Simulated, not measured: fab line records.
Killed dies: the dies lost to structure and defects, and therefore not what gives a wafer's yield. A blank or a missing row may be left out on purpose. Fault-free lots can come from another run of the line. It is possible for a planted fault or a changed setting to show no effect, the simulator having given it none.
fab line records	flow nandHarc
record lots=12	wafers=36	lastDay=23
route steps=1159 shown A_STAIRCASE@584 END@1159
lots that met no fault: taken from a fault-free run of the same line
startH: the number of hours between the record's first day and the start of the first shown wafer of the lot	waitH: hours elapsed since this lot's preceding step	" unchanged from the row above	L1.1+2: several wafers, shown together as one row	- either no value or no given start	* or withheld: withheld	< > ~ a bound
route shown NAME@n: a module of which the file shows steps, and the number in the route of the first	usual: mean/standard deviation taken from wafers without a fault	same: alike in all rows	chamber/n: place in a boat	sites: each site's reading	_std_site: standard deviation across them	_edge_site: the outer-site mean with the inner-site mean subtracted	radiusMm: for every site, how far away it sits from the centre of the wafer	mask NAME#n: copy n	behind: tool/chamber where the wafer was last shaped	hold: why the lot went on hold/how many hours it stayed there/how the hold came to an end	device: names the non-switching transistor (n, p or np)	end of line: tests run on the same wafers once the route is complete	step lacking rows: just its recipe	killed: the dies lost at the first sort to structure and to defects; this is not the yield of the wafer	map: the dies of a wafer, with x for killed, . for not killed, _ for no die there
set.NAME: the setting that was run; set.NAME@STEP: the one run at that earlier step	model.NAME: the simulator's own value behind a step, which no gauge read
a sample of lots followed through the steps of the route, with each step as a table and each wafer as a row
services: the hour from which a tool's chamber was out of use, counted from the record's first day as startH (under 0 if before that day), plus the number of hours and why
## steps
# step NHARC_A_STAIRCASE_ETCH_190
# recipe targetDepthA=1000	timeS=40.5	ionEnergyEv=400	c4f8FlowSccm=20	o2FlowSccm=10	arFlowSccm=withheld	rfW=600	biasW=1000	chemistry=C4F8/O2
# usual oesProductAu=0.944/0.014	rfVppV=897/4.6
lot.wafer	tool	chamber	startH	waitH	oesProductAu	rfHoursCounterH	rfVppV
L170.1	rieDiel-11	1	-	-	0.931	19	893
L170.4	"	2	"	"	0.928	21	892
L170.5	"	0	"	"	0.944	-	903
L172.2	rieDiel-11	2	-	-	0.949	22	893
L172.1	"	1	"	"	0.916	21	893
L172.6	"	2	"	"	0.945	-	891
L173.1	rieDiel-13	2	-	-	0.955	56	898
L173.4	"	1	"	"	0.940	50	898
L173.5	"	2	"	"	0.951	-	898
L174.3	rieDiel-01	1	-	-	0.963	37	890
L174.6	"	3	"	"	0.938	-	897
L174.5	"	0	"	"	0.939	-	899
L175.1	rieDiel-13	1	-	-	0.945	58	897
L175.2	"	2	"	"	0.943	66	896
L175.5	"	2	"	"	0.949	-	898
L179.4	rieDiel-11	3	-	-	0.918	36	900
L179.2	"	1	"	"	0.926	36	893
L179.3	"	2	"	"	0.929	39	891
L180.4	rieDiel-13	1	-	-	0.958	3	896
L180.2	"	2	"	"	0.972	3	898
L180.1	"	3	"	"	0.962	3	893
L181.2	rieDiel-01	2	-	-	0.943	61	902
L181.3	"	3	"	"	0.930	62	897
L181.1	"	0	"	"	0.921	59	899
L186.4	rieDiel-11	0	-	-	0.941	49	902
L186.1	"	1	"	"	0.927	49	891
L186.3	"	2	"	"	0.952	51	890
L187.2	rieDiel-13	1	-	-	0.949	19	898
L187.4	"	2	"	"	0.951	20	898
L187.5	"	0	"	"	0.972	-	904
L192.3	rieDiel-13	1	-	-	0.943	32	897
L192.4	"	2	"	"	0.951	32	898
L192.6	"	0	"	"	0.964	-	904
L193.2	rieDiel-13	2	-	-	0.958	37	896
L193.4	"	3	"	"	0.932	37	892
L193.5	"	3	"	"	0.922	-	892
# step NHARC_A_STAIRCASE_TRIM_191
# recipe timeS=211.2	o2FlowSccm=500	arFlowSccm=0	biasW=0	chemistry=O2
# usual biasW=0/0	chamberPressureMTorr=60.01/0.047	drypumpMotorCurrentA=5.7/0.44	oesProductAu=1.006/0.012	rfVppV=57.8/0.89	showerheadPlenumPTorr=3.57/0.12	throttleValvePct=17.036/0.0088
lot.wafer	tool	chamber	startH	waitH	biasW	chamberPressureMTorr	drypumpMotorCurrentA	oesProductAu	rfHoursCounterH	rfVppV	showerheadPlenumPTorr	throttleValvePct
L170.4	rieDiel-11	0	246.89	-	0	60.00	5.4	1.008	19	57.6	3.71	17.034
L170.1	"	3	"	"	0	60.03	5.9	0.995	20	59.6	3.67	17.045
L170.5	"	1	"	"	0	60.00	5.8	0.986	-	58.0	3.46	17.046
L172.1	rieDiel-11	2	252.42	-	0	60.00	5.6	1.017	22	57.3	3.42	17.052
L172.2	"	3	"	"	0	60.00	5.9	1.001	21	58.6	3.66	17.035
L172.6	"	1	"	"	0	59.99	5.8	0.986	-	57.2	3.46	17.032
L173.1	rieDiel-13	3	252.92	-	0	59.98	5.5	0.998	50	56.7	3.45	17.041
L173.4	"	0	"	"	0	60.11	6.7	1.013	50	58.2	3.78	17.049
L173.5	"	3	"	"	0	59.93	5.5	0.992	-	57.1	3.45	17.035
L174.3	rieDiel-01	1	262.00	-	0	59.95	5.8	0.994	37	56.6	3.34	17.037
L174.6	"	2	"	"	0	60.00	5.8	1.016	-	58.2	3.71	17.031
L174.5	"	3	"	"	0	59.96	6.1	1.006	-	58.5	3.59	17.037
L175.1	rieDiel-13	1	273.59	-	0	60.06	5.5	1.009	59	57.8	3.59	17.049
L175.2	"	3	"	"	0	59.99	5.5	1.007	58	58.7	3.45	17.033
L175.5	"	2	"	"	0	59.96	5.2	1.017	-	58.3	3.57	17.033
L179.3	rieDiel-11	0	292.01	-	0	60.04	5.5	0.992	35	58.8	3.70	17.039
L179.2	"	2	"	"	0	59.98	5.6	0.984	39	58.6	3.41	17.026
L179.4	"	3	"	"	0	60.01	5.8	0.976	36	59.2	3.66	17.038
L180.4	rieDiel-13	0	292.03	-	0	60.09	6.6	1.016	3	58.7	3.77	17.037
L180.2	"	1	"	"	0	60.05	5.5	1.003	3	57.3	3.59	17.031
L180.1	"	3	"	"	0	60.04	5.5	1.006	3	57.9	3.44	17.028
L181.2	rieDiel-01	0	313.33	-	0	60.00	5.4	0.986	59	57.7	3.58	17.052
L181.3	"	1	"	"	0	59.97	5.9	1.006	58	57.8	3.33	17.031
L181.1	"	3	"	"	0	60.05	6.1	0.995	63	58.0	3.58	17.047
L186.1	rieDiel-11	1	331.22	-	0	60.15	5.8	0.996	49	58.0	3.44	17.045
L186.4	"	2	"	"	0	60.04	5.6	1.001	51	57.6	3.40	17.023
L186.3	"	0	"	"	0	59.93	5.5	1.008	49	59.5	3.70	17.044
L187.2	rieDiel-13	2	336.14	-	0	60.06	5.2	1.014	20	56.2	3.56	17.031
L187.4	"	3	"	"	0	59.99	5.5	1.003	19	57.5	3.44	17.026
L187.5	"	0	"	"	0	59.99	6.7	1.021	-	58.6	3.76	17.016
L192.3	rieDiel-13	3	366.99	-	-	-	-	-	-	-	-	-
L192.4	"	1	"	"	-	-	-	-	-	-	-	-
L192.6	"	3	"	"	-	-	-	-	-	-	-	-
L193.2	rieDiel-13	0	376.01	-	-	-	-	-	-	-	-	-
L193.4	"	1	"	"	-	-	-	-	-	-	-	-
L193.5	"	2	"	"	-	-	-	-	-	-	-	-
# step NHARC_A_STAIRCASE_ETCH_192
# recipe targetDepthA=1000	timeS=40.5	ionEnergyEv=400	c4f8FlowSccm=20	o2FlowSccm=10	arFlowSccm=withheld	rfW=600	biasW=1000	chemistry=C4F8/O2
# usual oesProductAu=0.946/0.012	rfVppV=897/4.6
lot.wafer	tool	chamber	startH	waitH	oesProductAu	rfHoursCounterH	rfVppV
L170.4	rieDiel-11	0	-	-	0.942	19	902
L170.1	"	1	"	"	0.929	19	893
L170.5	"	1	"	"	0.921	-	893
L172.1	rieDiel-11	1	-	-	0.916	21	893
L172.2	"	2	"	"	0.960	22	892
L172.6	"	0	"	"	0.937	-	902
L173.4	rieDiel-13	0	-	-	0.954	50	905
L173.1	"	1	"	"	0.944	50	898
L173.5	"	2	"	"	0.954	-	898
L174.3	rieDiel-01	0	-	-	0.948	38	898
L174.6	"	3	"	"	0.949	-	898
L174.5	"	0	"	"	0.951	-	899
L175.2	rieDiel-13	1	-	-	0.948	59	898
L175.1	"	2	"	"	0.950	66	898
L175.5	"	3	"	"	0.945	-	892
L179.2	rieDiel-11	1	-	-	0.928	36	892
L179.4	"	3	"	"	0.927	36	902
L179.3	"	0	"	"	0.935	35	901
L180.2	rieDiel-13	2	-	-	0.961	3	900
L180.1	"	3	"	"	0.947	3	892
L180.4	"	1	"	"	0.931	3	899
L181.1	rieDiel-01	0	-	-	0.943	59	897
L181.2	"	1	"	"	0.951	58	889
L181.3	"	3	"	"	0.957	63	898
L186.4	rieDiel-11	0	-	-	0.958	49	902
L186.3	"	1	"	"	0.925	49	893
L186.1	"	2	"	"	0.936	51	892
L187.2	rieDiel-13	3	-	-	0.929	19	893
L187.4	"	0	"	"	0.946	19	904
L187.5	"	3	"	"	0.940	-	891
L192.4	rieDiel-13	3	-	-	0.938	31	891
L192.3	"	2	"	"	0.956	32	899
L192.6	"	0	"	"	0.964	-	903
L193.2	rieDiel-13	1	-	-	0.946	36	898
L193.4	"	3	"	"	0.923	37	892
L193.5	"	1	"	"	0.957	-	897
# step NHARC_A_STAIRCASE_TRIM_196
# recipe timeS=211.2	o2FlowSccm=500	arFlowSccm=0	biasW=0	chemistry=O2
# usual chamberPressureMTorr=60.00/0.057	drypumpMotorCurrentA=5.7/0.4	oesProductAu=1.000/0.013	rfVppV=57.9/0.87	showerheadPlenumPTorr=3.57/0.12	throttleValvePct=17.035/0.0088
# same biasW=0
lot.wafer	tool	chamber	startH	waitH	chamberPressureMTorr	drypumpMotorCurrentA	oesProductAu	rfHoursCounterH	rfVppV	showerheadPlenumPTorr	throttleValvePct
L170.4	rieDiel-11	1	247.88	0.1	60.09	5.8	0.967	20	57.8	3.46	17.030
L170.1	"	0	"	"	60.00	5.4	1.006	19	58.5	3.71	17.045
L170.5	"	2	"	"	59.96	5.6	1.004	-	57.3	3.42	17.015
L172.2	rieDiel-11	0	252.98	0.1	60.01	5.5	0.994	20	58.4	3.71	17.030
L172.1	"	1	"	"	59.84	5.8	0.978	21	57.8	3.46	17.039
L172.6	"	3	"	"	59.93	5.9	0.984	-	58.2	3.66	17.051
L173.4	rieDiel-13	3	253.51	0.1	60.00	5.5	0.997	50	57.6	3.45	17.042
L173.1	"	0	"	"	60.00	6.6	1.009	50	58.4	3.78	17.020
L173.5	"	2	"	"	59.93	5.2	1.019	-	56.7	3.58	17.052
L174.3	rieDiel-11	0	262.56	0.1	60.02	5.5	0.992	23	57.6	3.71	17.015
L174.5	"	3	"	"	60.01	5.9	0.999	-	57.8	3.66	17.027
L174.6	"	0	"	"	60.00	5.5	0.994	-	57.1	3.71	17.040
L175.1	rieDiel-13	1	274.23	0.1	60.04	5.5	0.995	59	58.0	3.59	17.031
L175.2	"	3	"	"	60.03	5.5	1.001	58	56.3	3.45	17.026
L175.5	"	2	"	"	60.05	5.2	1.013	-	57.6	3.57	17.048
L180.1	rieDiel-11	3	292.66	0.1	60.06	5.8	0.975	37	60.6	3.66	17.042
L180.2	"	0	"	"	59.89	5.5	1.003	35	59.4	3.70	17.031
L180.4	"	1	"	"	60.09	5.8	0.992	36	56.9	3.45	17.017
L179.2	rieDiel-13	0	292.73	0.1	60.00	6.7	1.015	4	58.2	3.77	17.024
L179.3	"	1	"	"	59.90	5.5	1.015	3	58.6	3.58	17.044
L179.4	"	3	"	"	59.98	5.5	1.002	4	56.9	3.44	17.044
L181.2	rieDiel-13	2	314.01	0.1	59.94	5.2	1.015	12	58.4	3.56	17.025
L181.3	"	3	"	"	60.00	5.5	1.003	11	56.7	3.44	17.045
L181.1	"	0	"	"	60.03	6.7	1.026	10	58.3	3.77	17.036
L186.3	rieDiel-13	1	331.95	0.1	59.97	5.5	1.005	18	59.1	3.58	17.022
L186.1	"	2	"	"	60.04	5.2	1.017	18	58.9	3.56	17.033
L186.4	"	3	"	"	60.05	5.5	1.001	18	57.7	3.44	17.024
L187.4	rieDiel-01	0	338.10	0.1	59.96	5.4	0.983	8	59.1	3.58	17.040
L187.2	"	1	"	"	60.12	5.9	1.005	7	57.4	3.32	17.023
L187.5	"	0	"	"	60.06	5.4	0.977	-	57.7	3.58	17.040
L192.3	rieDiel-13	3	367.55	0.1	59.97	5.5	1.000	31	59.3	3.43	17.040
L192.4	"	2	"	"	60.00	5.2	1.012	32	57.3	3.55	17.037
L192.6	"	0	"	"	59.98	6.7	1.010	-	58.4	3.76	17.034
L193.4	rieDiel-11	0	376.60	0.1	59.92	5.5	1.009	0	57.7	3.69	17.038
L193.2	"	1	"	"	60.05	5.8	0.995	0	57.1	3.44	17.033
L193.5	"	3	"	"	59.95	5.8	0.995	-	57.8	3.64	17.041
# step NHARC_END_SORT_01
# recipe tempC=25
# usual killedAtArray=27/9.9	killedAtOther=0.5/0.76	killedAtPeriphery=3.4/2.2	killedDies=31/10	killedOpen=3.3/2	killedShort=2.0/1.5
# same grossDies=677
lot.wafer	tool	chamber	startH	waitH	killedAtArray	killedAtOther	killedAtPeriphery	killedDies	killedOpen	killedShort
L193.2	prober-01	0	558.84	2.8	669	0	8	677	2	5
L193.4	prober-01	0	560.41	3.3	674	0	3	677	5	1
L193.5	prober-01	0	561.19	3.6	673	1	3	677	7	2
L192.3	prober-02	0	559.67	3.1	674	0	3	677	3	2
L192.4	prober-02	0	560.48	3.4	674	0	3	677	6	3
L192.6	prober-02	0	562.10	4.1	675	0	2	677	1	0
# killed by level:class
L193.2 A_STAIRCASE:areaTrim=638 A_SLIT:chamberFilmFlake=15 A_CHANNEL_HOLE_D1:chamberFilmFlake=8 P_GATE:chamberFilmFlake=5 A_CONTACT:chamberFilmFlake=3 A_WL_FILL:geometricParticle:short=2 P_M0:geometricParticle:short=1 P_M1:geometricParticle:open=1
L192.3 A_STAIRCASE:areaTrim=644 A_SLIT:chamberFilmFlake=22 A_CHANNEL_HOLE_D1:chamberFilmFlake=2 A_M1:chamberFilmFlake=2 P_STI:geometricParticle:open=1 P_CONTACT:geometricParticle:open=1 A_ONON_D1:geometricParticle:open=1 A_CHANNEL_FILL_D1:geometricParticle:short=1
L193.4 A_STAIRCASE:areaTrim=633 A_SLIT:chamberFilmFlake=17 A_CHANNEL_HOLE_D1:chamberFilmFlake=9 A_STAIRCASE:chamberFilmFlake=4 A_CONTACT:chamberFilmFlake=4 A_ZERO_WELL:chamberFilmFlake=2 P_GATE:geometricParticle:open=1 A_ONON_D1:geometricParticle:open=1
L192.4 A_STAIRCASE:areaTrim=634 A_SLIT:chamberFilmFlake=16 A_CHANNEL_HOLE_D1:chamberFilmFlake=8 A_CONTACT:chamberFilmFlake=7 A_CHANNEL_FILL_D1:geometricParticle:open=3 A_M0:geometricParticle:short=2 P_M2:chamberFilmFlake=2 P_CONTACT:geometricParticle:open=1
L193.5 A_STAIRCASE:areaTrim=627 A_SLIT:chamberFilmFlake=19 A_CHANNEL_HOLE_D1:chamberFilmFlake=7 A_STAIRCASE:chamberFilmFlake=6 A_CONTACT:chamberFilmFlake=5 A_CONTACT:geometricParticle:open=2 P_CONTACT:geometricParticle:open=1 A_ONON_D1:geometricParticle:short=1
L192.6 A_STAIRCASE:areaTrim=638 A_SLIT:chamberFilmFlake=18 A_CHANNEL_HOLE_D1:chamberFilmFlake=8 A_CONTACT:chamberFilmFlake=7 P_M2:chamberFilmFlake=2 A_WL_FILL:geometricParticle:open=1 A_ZERO_WELL:chamberFilmFlake=1 A_STAIRCASE:chamberFilmFlake=1
## services
tool	chamber	startH	hours	kind
rieDiel-13	0	232.08	-	clean
rieDiel-13	1	232.08	-	clean
rieDiel-13	2	232.08	-	clean
rieDiel-13	3	232.08	-	clean
rieDiel-13	0	256.58	-	clean
rieDiel-13	1	256.58	-	clean
rieDiel-13	2	256.58	-	clean
rieDiel-13	3	256.58	-	clean
rieDiel-13	-	276.27	9.0	pm
rieDiel-13	0	276.27	9.0	ventCycle
rieDiel-13	1	276.27	9.0	ventCycle
rieDiel-13	2	276.27	9.0	ventCycle
rieDiel-13	3	276.27	9.0	ventCycle
rieDiel-13	0	285.27	-	clean
rieDiel-13	1	285.27	-	clean
rieDiel-13	1	285.27	-	consumableReplace:focusRing
rieDiel-13	2	285.27	-	clean
rieDiel-13	3	285.27	-	clean
rieDiel-13	3	285.27	-	consumableReplace:focusRing
rieDiel-01	2	296.42	3.8	repair
rieDiel-13	0	309.77	-	clean
rieDiel-01	-	314.88	9.0	pm
rieDiel-01	2	362.64	2.9	repair
rieDiel-11	-	366.50	9.0	pm
## key
firstSign step=NHARC_A_STAIRCASE_TRIM_191	reading=toolRecord	direction=missing
effect step=NHARC_END_SORT_01	reading=killedAtArray	direction=up	sigmas=65	usual=27	struck=673
moreKillsBornAt NHARC_A_STAIRCASE_TRIM_191@rieDiel-13=3811
metAt NHARC_A_STAIRCASE_TRIM_191
struckLots L192,L193
laterRowsLeftOut L192.3,L192.4,L192.6,L193.2,L193.4,L193.5
testerLeftOut L192,L193
notActingAt NHARC_A_STAIRCASE_ETCH_190,NHARC_A_STAIRCASE_ETCH_192,NHARC_A_STAIRCASE_TRIM_196
onsetBetween 336.14 366.99
fault kind=skippedStepWhole	tool=rieDiel-13	chamber=-	onsetH=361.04	steps=NHARC_A_STAIRCASE_TRIM_191	scope=struckLotsOnly
# testerLeftOut: of these lots the tester's yield and bins aren't shown, on N5 and GAA mostly nor the transistor test; their killed dies are dies lost to structure and defects alone, not to doping, threshold or leakage, so they don't give the yield
# laterRowsLeftOut: the simulator's readings of these wafers behind a module that went badly wrong aren't trusted and aren't shown, but for the sort
